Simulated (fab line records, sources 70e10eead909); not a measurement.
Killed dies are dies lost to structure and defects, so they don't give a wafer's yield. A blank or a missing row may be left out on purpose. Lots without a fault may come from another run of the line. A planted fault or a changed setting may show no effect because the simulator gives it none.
Tool commonality check | flow nand_harc | 3 lots, 9 wafers sampled

WHY IT WAS OPENED
At NHARC_END_SORT_01 the reading killed_at_array is flagged on 3 of 3 lots. Wafers without a fault read 26, standard deviation 9.1.
Rule: a lot is flagged when every wafer of it that has a number lies more than 4 standard deviations from that mean, or none has a number. The other lots count as sound.

lot  | measured     | on        | killed_at_array, wafer by wafer | flag
L789 | day 22 22:05 | prober-01 | 677 672 672                     | FLAGGED
L788 | day 23 09:22 | prober-02 | 672 672 674                     | FLAGGED
L793 | day 24 01:56 | prober-01 | 672 666 670                     | FLAGGED
The numbers of the flagged lots are 672 on average: +646 against the usual, or +71 standard deviations.

WHICH TOOL RAN EACH LOT
The record holds 4 process steps before the reading, out of a route of 1159 steps. In each cell: the tool, then ch and the chambers that the sampled wafers went through, then the start.
lot  | flag    | NHARC_A_CONTACT_ETCH_48            | NHARC_A_CONTACT_ETCH_114             | NHARC_A_CONTACT_ETCH_115             | NHARC_A_CONTACT_ETCH_116
L789 | FLAGGED | rie_diel-05 ch 0,1,2, day 19 20:24 | har_cap_etch-02 ch 0,1, day 19 21:58 | har_cap_etch-02 ch 0,1, day 19 22:04 | har_cap_etch-02 ch 0,1, day 19 22:09
L788 | FLAGGED | rie_diel-08 ch 0,1, day 19 20:41   | har_cap_etch-01 ch 0,1, day 19 22:41 | har_cap_etch-01 ch 0,1, day 19 22:47 | har_cap_etch-01 ch 0,1, day 19 22:52
L793 | FLAGGED | rie_diel-02 ch 0,1,2, day 20 07:39 | har_cap_etch-02 ch 0,1, day 20 09:11 | har_cap_etch-02 ch 0,1, day 20 09:17 | har_cap_etch-02 ch 0,1, day 20 09:23
What these steps do:
- NHARC_A_CONTACT_ETCH_48: etches the open film in CF4, target depth 39 nm, time 65 s.
- NHARC_A_CONTACT_ETCH_114: etches the open film in C4F8/O2/Ar, time 94 s, target depth 922 nm.
- NHARC_A_CONTACT_ETCH_115: etches the open film in C4F8/O2/Ar, time 94 s, target depth 922 nm.
- NHARC_A_CONTACT_ETCH_116: etches the open film in C4F8/O2/Ar, time 94 s, target depth 922 nm.
- NHARC_END_SORT_01

FLAGGED OVER TOTAL, TOOL BY TOOL (the gauges that took the reading come last)
step                     | tool            | lots run | flagged | share of the flagged lots | sound lots run after its first flagged lot
NHARC_A_CONTACT_ETCH_48  | rie_diel-02     | 1        | 1       | some                      | 0
NHARC_A_CONTACT_ETCH_48  | rie_diel-05     | 1        | 1       | some                      | 0
NHARC_A_CONTACT_ETCH_48  | rie_diel-08     | 1        | 1       | some                      | 0
NHARC_A_CONTACT_ETCH_114 | har_cap_etch-01 | 1        | 1       | some                      | 0
NHARC_A_CONTACT_ETCH_114 | har_cap_etch-02 | 2        | 2       | some                      | 0
NHARC_A_CONTACT_ETCH_115 | har_cap_etch-01 | 1        | 1       | some                      | 0
NHARC_A_CONTACT_ETCH_115 | har_cap_etch-02 | 2        | 2       | some                      | 0
NHARC_A_CONTACT_ETCH_116 | har_cap_etch-01 | 1        | 1       | some                      | 0
NHARC_A_CONTACT_ETCH_116 | har_cap_etch-02 | 2        | 2       | some                      | 0
NHARC_END_SORT_01        | prober-01       | 2        | 2       | some                      | 0
NHARC_END_SORT_01        | prober-02       | 1        | 1       | some                      | 0

WHAT THE TABLE ALLOWS
No row of the table ran every flagged lot.

WHAT THE SIMULATOR HAD PUT IN
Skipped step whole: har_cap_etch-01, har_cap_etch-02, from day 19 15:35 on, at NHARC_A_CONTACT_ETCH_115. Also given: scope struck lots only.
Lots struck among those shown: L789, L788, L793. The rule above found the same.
